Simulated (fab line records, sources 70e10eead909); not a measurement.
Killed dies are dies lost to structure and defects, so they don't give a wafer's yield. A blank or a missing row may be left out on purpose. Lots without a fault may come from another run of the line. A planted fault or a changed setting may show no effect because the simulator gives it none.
fab line records | flow nand_harc
record lots=14 wafers=39 last_day=26
route steps=1159 shown P_BONDPAD@365 A_ZERO_WELL@405 A_SOURCE_PLATE@420 A_ONON_D1@428 END@1159
lots that met no fault: from a run of the same line without faults
start_h: hours from the record's first day to the start of the lot's first wafer shown | wait_h: hours since the lot's step before | " the same as in the row above | L1.1+2: a row that stands for several wafers | - no value, or no start given | * or withheld: withheld | < > ~ a bound
route shown NAME@n: a module of which the file shows steps, and the number in the route of the first | usual: mean/standard deviation of fault-free wafers | same: alike in all rows | chamber/n: place in a boat | sites: the reading at each site | _std_site: their standard deviation | _edge_site: outer sites' mean less inner sites' | radius_mm: how far each site lies from the wafer's centre | mask NAME#n: copy n | behind: the tool/chamber that last shaped the wafer | hold: why the lot was held/for how many hours/how that ended | device: the transistor (n, p or np) that didn't switch | end of line: the same wafers' tests at the end of the route | a step without rows: its recipe alone | killed: dies lost to structure and defects at the first sort, not the wafer's yield | map: a wafer's dies, x killed, . not, _ none there
set.NAME: the setting as run; set.NAME@STEP: as run at that earlier step | model.NAME: the simulator's own value behind a step, which no gauge read
steps of the route over a sample of lots; a table a step, a row a wafer
services: from which hour (start_h, from the record's first day; less than 0 if before it) a tool's chamber was out of use, for how many hours, and why
## steps
# step NHARC_P_BONDPAD_OVL_MEAS_38
# usual overlay_x_nm=-1/5.6 overlay_y_nm=2/6.5
# columns lot.wafer tool chamber start_h wait_h overlay_x_nm overlay_y_nm
L877.3 overlay-02 - 139.25 - -3 13
L877.4 " - " " -2 14
L877.6 " - " " -2 13
L879.1 overlay-02 - 141.88 - 0 2
L879.2 " - " " 1 3
L879.3 " - " " 1 2
L878.1 overlay-02 - 143.77 - -2 14
L878.2 " - " " -2 14
L878.4 " - " " -2 14
L880.2 overlay-01 - 153.47 - -8 10
L880.4 " - " " -8 10
L880.6 " - " " -8 10
L883.3 overlay-02 - 175.93 - 3 4
L883.4 " - " " 3 5
L883.6 " - " " 3 4
L884.1 overlay-01 - 176.09 - -1 2
L884.2 " - " " -2 1
L884.3 " - " " -1 1
L885.4 overlay-01 - 182.98 - 1 5
L885.5 " - " " 1 5
L885.6 " - " " 1 5
L890.1 overlay-02 - 204.83 - 5 -3
L890.5 " - " " 5 -3
L890.6 " - " " 5 -3
L887.4 overlay-02 - 205.59 - 4 10
L887.5 " - " " 4 10
L887.6 " - " " 3 10
L891.2 overlay-01 - 225.29 - 4 -7
L891.3 " - " " 4 -6
L891.5 " - " " 4 -7
L895.1 overlay-02 - 238.63 - 5 4
L895.5 " - " " 6 4
L897.1 overlay-01 - 249.80 - -7 -3
L897.5 " - " " -7 -4
L898.1 overlay-02 - 257.64 - -2 5
L898.6 " - " " -2 4
L899.2 overlay-01 - 266.64 - -1 -8
L899.3 " - " " -1 -9
L899.6 " - " " 0 -8
# step NHARC_A_ZERO_WELL_ETCH_13
# recipe target_depth_a=1200 time_s=40.1 hbr_flow_sccm=150 cl2_flow_sccm=50 rf_w=400 icp_w=400 bias_w=100 chemistry=HBr/Cl2
# usual drypump_motor_current_A=5.6/0.55 oes_product_au=1.000/0.0099 throttle_valve_pct=26.406/0.01
# columns lot.wafer tool chamber start_h wait_h drypump_motor_current_A oes_product_au rf_hours_counter_h throttle_valve_pct
L877.3 rie_si-01 3 144.15 - 4.9 0.998 0.1 26.409
L877.4 " 0 " " 5.5 0.991 0.1 26.402
L877.6 " 1 " " 6.4 1.001 - 26.401
L879.2 rie_si-01 2 146.29 - 5.0 1.001 0.1 26.404
L879.3 " 3 " " 4.9 0.980 0.1 26.391
L879.1 " 0 " " 5.5 0.985 0.1 26.407
L878.1 rie_si-06 1 148.24 - 5.1 1.001 1.1 26.401
L878.2 " 2 " " 6.1 1.005 1.1 26.426
L878.4 " 0 " " 6.4 1.009 0.9 26.422
L880.2 rie_si-01 0 158.03 - 5.5 1.000 0.2 26.399
L880.4 " 2 " " 5.0 1.000 0.2 26.395
L880.6 " 3 " " 4.9 1.006 - 26.420
L883.3 rie_si-01 0 180.27 - 5.5 0.988 0.3 26.417
L883.4 " 1 " " 6.4 1.006 0.3 26.418
L883.6 " 0 " " 5.5 0.988 - 26.409
L884.1 rie_si-02 2 180.54 - 6.1 1.003 1.0 26.425
L884.2 " 3 " " 5.0 0.989 0.8 26.397
L884.3 " 0 " " 5.2 1.011 0.8 26.426
L885.4 rie_si-02 1 187.50 - 5.6 1.013 1.0 26.406
L885.5 " 0 " " 5.2 1.018 - 26.409
L885.6 " 1 " " 5.6 1.010 - 26.403
L890.1 rie_si-01 2 209.16 - 5.0 1.000 0.5 26.409
L890.5 " 3 " " 4.9 0.996 - 26.408
L890.6 " 0 " " 5.5 0.995 - 26.408
L887.4 rie_si-02 3 210.10 - 5.0 1.005 1.0 26.404
L887.5 " 3 " " 5.0 1.003 - 26.398
L887.6 " 0 " " 5.2 1.004 - 26.396
L891.2 rie_si-06 3 229.76 - 5.4 0.993 0.3 26.377
L891.3 " 1 " " 5.1 1.026 0.2 26.395
L891.5 " 0 " " 6.5 1.008 - 26.406
L895.1 rie_si-06 3 242.93 - 5.4 0.984 0.4 26.421
L895.5 " 2 " " 6.1 1.002 - 26.403
L897.1 rie_si-01 0 254.31 - 5.5 0.988 0.9 26.413
L897.5 " 0 " " 5.5 0.993 - 26.422
L898.1 rie_si-06 1 261.89 - 5.1 1.014 0.4 26.393
L898.6 " 3 " " 5.4 0.984 - 26.405
L899.2 rie_si-02 2 271.03 - 6.1 0.991 0.4 26.402
L899.3 " 3 " " 5.0 1.000 0.4 26.417
L899.6 " 3 " " 5.0 1.000 - 26.407
# step NHARC_A_SOURCE_PLATE_THK_MEAS_06
# recipe thk_meas_gauge=ellipsometry
# usual thk_nm=199.6/2.5
# columns lot.wafer tool chamber start_h wait_h thk_nm
L877.3 film_metro-02 - 164.16 0.4 198.9
L877.4 " - " " 196.6
L877.6 " - " " 195.9
L879.1 film_metro-01 - 167.76 0.4 202.8
L879.2 " - " " 202.2
L879.3 " - " " 203.3
L878.1 film_metro-02 - 167.76 0.4 202.1
L878.2 " - " " 200.3
L878.4 " - " " 199.8
L880.2 film_metro-01 - 180.66 0.4 199.5
L880.4 " - " " 198.0
L880.6 " - " " 199.9
L883.3 film_metro-02 - 199.78 0.4 197.6
L883.4 " - " " 197.5
L883.6 " - " " 196.2
L884.1 film_metro-01 - 199.79 0.4 199.0
L884.2 " - " " 195.5
L884.3 " - " " 193.5
L885.4 film_metro-02 - 209.28 0.4 203.9
L885.5 " - " " 202.9
L885.6 " - " " 205.1
L890.1 film_metro-02 - 230.42 0.4 201.0
L890.5 " - " " 198.4
L890.6 " - " " 200.0
L887.4 film_metro-01 - 230.42 0.4 200.3
L887.5 " - " " 200.0
L887.6 " - " " 200.0
L891.2 film_metro-02 - 251.44 0.4 195.7
L891.3 " - " " 199.9
L891.5 " - " " 199.9
L895.1 film_metro-02 - 264.66 0.4 197.1
L895.5 " - " " 197.2
L897.1 film_metro-01 - 275.30 0.4 199.7
L897.5 " - " " 200.3
L898.1 film_metro-01 - 283.48 0.4 204.5
L898.6 " - " " 201.9
L899.2 film_metro-02 - 294.46 0.4 199.9
L899.3 " - " " 202.0
L899.6 " - " " 198.8
# step NHARC_A_ONON_D1_DEP_06
# recipe target_thk_a=10000 n2_flow_sccm=2750 n2o_flow_sccm=2000 nh3_flow_sccm=500 sih4_flow_sccm=210 temp_c=400
# columns lot.wafer tool chamber start_h wait_h
L877.3+4+6 pecvd_onon-02 0 165.56 0.2
L879.1+2+3 pecvd_onon-03 0 169.02 0.1
L878.1+2+4 pecvd_onon-02 0 169.03 0.1
L880.2+4+6 pecvd_onon-02 0 181.99 0.1
L884.1+2+3 pecvd_onon-04 0 201.04 0.1
L883.3+4+6 pecvd_onon-03 0 201.16 0.2
L885.4+5+6 pecvd_onon-03 0 211.09 0.2
L890.1+5+6 pecvd_onon-03 0 231.68 0.1
L887.4+5+6 pecvd_onon-02 0 231.86 0.2
L891.2+3+5 pecvd_onon-03 0 252.78 0.1
L895.1+5 pecvd_onon-02 0 265.93 0.1
L897.1+5 pecvd_onon-02 0 276.56 0.1
L898.1+6 pecvd_onon-02 0 284.79 0.1
L899.2+3+6 pecvd_onon-03 0 295.78 0.1
# step NHARC_A_ONON_D1_THK_MEAS_08
# recipe thk_meas_gauge=ellipsometry
# usual thk_nm=998/9.7
# columns lot.wafer tool chamber start_h wait_h thk_nm
L877.3 film_metro-01 - 165.95 - 1002
L877.4 " - " " 1003
L877.6 " - " " 1004
L879.1 film_metro-02 - 169.53 - 1012
L879.2 " - " " 1010
L879.3 " - " " 1011
L878.1 film_metro-01 - 169.54 - 1006
L878.2 " - " " 1007
L878.4 " - " " 1005
L880.2 film_metro-02 - 182.44 - 1002
L880.4 " - " " 1003
L880.6 " - " " 1004
L884.1 film_metro-02 - 201.55 - 988
L884.2 " - " " 989
L884.3 " - " " 989
L883.3 film_metro-01 - 201.58 - 1009
L883.4 " - " " 1007
L883.6 " - " " 1006
L885.4 film_metro-01 - 211.43 - 1005
L885.5 " - " " 1003
L885.6 " - " " 1004
L890.1 film_metro-01 - 232.19 - 987
L890.5 " - " " 988
L890.6 " - " " 988
L887.4 film_metro-02 - 232.20 - 1011
L887.5 " - " " 1010
L887.6 " - " " 1011
L891.2 film_metro-01 - 253.26 - 989
L891.3 " - " " 988
L891.5 " - " " 991
L895.1 film_metro-01 - 266.44 - 1888
L895.5 " - " " 1891
L897.1 film_metro-01 - 277.10 - 1871
L897.5 " - " " 1871
L898.1 film_metro-02 - 285.30 - 1889
L898.6 " - " " 996
L899.2 film_metro-01 - 296.23 - 988
L899.3 " - " " 989
L899.6 " - " " 987
# step NHARC_END_SORT_01
# recipe temp_c=25
# usual killed_at_array=28/9.1 killed_at_other=0.6/0.87 killed_at_periphery=3.4/2.7 killed_dies=32/9 killed_open=3.2/1.9 killed_short=2.0/1.3
# same gross_dies=677
# columns lot.wafer tool chamber start_h wait_h killed_at_array killed_at_other killed_at_periphery killed_dies killed_open killed_short
L895.1 prober-02 0 580.13 2.5 672 2 3 677 5 0
L895.5 prober-02 0 583.36 3.7 673 0 4 677 0 3
L897.1 prober-01 0 595.27 2.5 675 1 1 677 1 2
L897.5 prober-01 0 598.47 3.7 673 0 4 677 3 3
L898.1 prober-01 0 603.02 2.5 675 1 1 677 4 2
L898.6 prober-01 0 607.03 4.0 31 3 1 35 3 0
# killed by level:class
L895.1 A_ONON_D1:area_dep=632 A_CHANNEL_HOLE_D1:chamber_film_flake=12 A_SLIT:chamber_film_flake=11 A_STAIRCASE:chamber_film_flake=8 A_CONTACT:chamber_film_flake=6 STARTING-WAFER:geometric_particle:open=2 P_GATE:geometric_particle:open=1 A_CONTACT:geometric_particle:open=1
L895.5 A_ONON_D1:area_dep=629 A_SLIT:chamber_film_flake=17 A_CHANNEL_HOLE_D1:chamber_film_flake=11 A_STAIRCASE:chamber_film_flake=7 A_CONTACT:chamber_film_flake=4 P_GATE:chamber_film_flake=2 A_CHANNEL_FILL_D1:chamber_film_flake=2 P_M0:geometric_particle:short=1
L897.1 A_ONON_D1:area_dep=659 A_CHANNEL_HOLE_D1:chamber_film_flake=11 A_STAIRCASE:geometric_particle:short=1 A_BLC:geometric_particle:open=1 A_M0:geometric_particle:short=1 P_STI:chamber_film_flake=1 A_STAIRCASE:chamber_film_flake=1 A_CONTACT:chamber_film_flake=1
L897.5 A_ONON_D1:area_dep=658 A_CHANNEL_HOLE_D1:chamber_film_flake=6 P_STI:chamber_film_flake=2 A_STAIRCASE:chamber_film_flake=2 A_CONTACT:chamber_film_flake=2 P_CONTACT:geometric_particle:short=1 P_M0:geometric_particle:open=1 A_ONON_D1:geometric_particle:short=1
L898.1 A_ONON_D1:area_dep=637 A_SLIT:chamber_film_flake=17 A_CHANNEL_HOLE_D1:chamber_film_flake=9 A_STAIRCASE:chamber_film_flake=3 A_CONTACT:geometric_particle:open=2 A_CHANNEL_FILL_D1:geometric_particle:open=1 A_WL_FILL:geometric_particle:short=1 A_WL_FILL:geometric_particle:open=1
L898.6 A_SLIT:chamber_film_flake=16 A_CHANNEL_HOLE_D1:chamber_film_flake=12 THIN_TSV:chamber_film_flake=3 P_M1:geometric_particle:open=1 A_CONTACT:geometric_particle:open=1 A_M0:geometric_particle:open=1 A_WL_FILL:chamber_film_flake=1
## services
# columns tool chamber start_h hours kind
rie_si-01 - 127.07 9.0 pm
rie_si-01 0 127.07 9.0 vent_cycle
rie_si-01 1 127.07 9.0 vent_cycle
rie_si-01 2 127.07 9.0 vent_cycle
rie_si-01 3 127.07 9.0 vent_cycle
rie_si-01 0 136.07 - clean
rie_si-01 1 136.07 - clean
rie_si-01 2 136.07 - clean
rie_si-01 3 136.07 - clean
pecvd_onon-03 - 153.00 13.0 pm
rie_si-01 2 171.06 7.7 repair
rie_si-06 - 183.00 9.0 pm
rie_si-01 0 195.79 2.7 repair
rie_si-02 - 211.00 9.0 pm
rie_si-02 0 211.00 9.0 vent_cycle
rie_si-02 1 211.00 9.0 vent_cycle
rie_si-02 2 211.00 9.0 vent_cycle
rie_si-02 3 211.00 9.0 vent_cycle
rie_si-02 0 220.00 - clean
rie_si-02 1 220.00 - clean
rie_si-02 2 220.00 - clean
rie_si-02 3 220.00 - clean
pecvd_onon-04 - 237.09 13.0 pm
pecvd_onon-02 - 292.17 13.0 pm
## key
first_sign step=NHARC_A_ONON_D1_THK_MEAS_08 reading=thk_nm direction=up sigmas=91 usual=998 struck=1882
effect step=NHARC_END_SORT_01 reading=killed_dies direction=up sigmas=72 usual=32 struck=677
more_kills_born_at NHARC_A_ONON_D1_DEP_06@pecvd_onon-02=3215
met_at NHARC_A_ONON_D1_DEP_06
struck_lots L895,L897,L898
struck_wafers L895.1,L895.5,L897.1,L897.5,L898.1
later_rows_left_out L895.1,L895.5,L897.1,L897.5,L898.1
tester_left_out L895,L897,L898
not_acting_at NHARC_P_BONDPAD_OVL_MEAS_38,NHARC_A_ZERO_WELL_ETCH_13,NHARC_A_SOURCE_PLATE_THK_MEAS_06
onset_between 231.86 265.93
fault kind=process_parameter_drift tool=pecvd_onon-02 chamber=- onset_h=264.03 steps=NHARC_A_ONON_D1_DEP_06 channel=target_thk_a offset=* shape=step end_h=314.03 scope=struck_wafers_only acts_in=* stated=*
# tester_left_out: of these lots the tester's yield and bins aren't shown, on N5 and GAA mostly nor the transistor test; their killed dies are dies lost to structure and defects alone, not to doping, threshold or leakage, so they don't give the yield
# later_rows_left_out: the simulator's readings of these wafers behind a module that went badly wrong aren't trusted and aren't shown, but for the sort
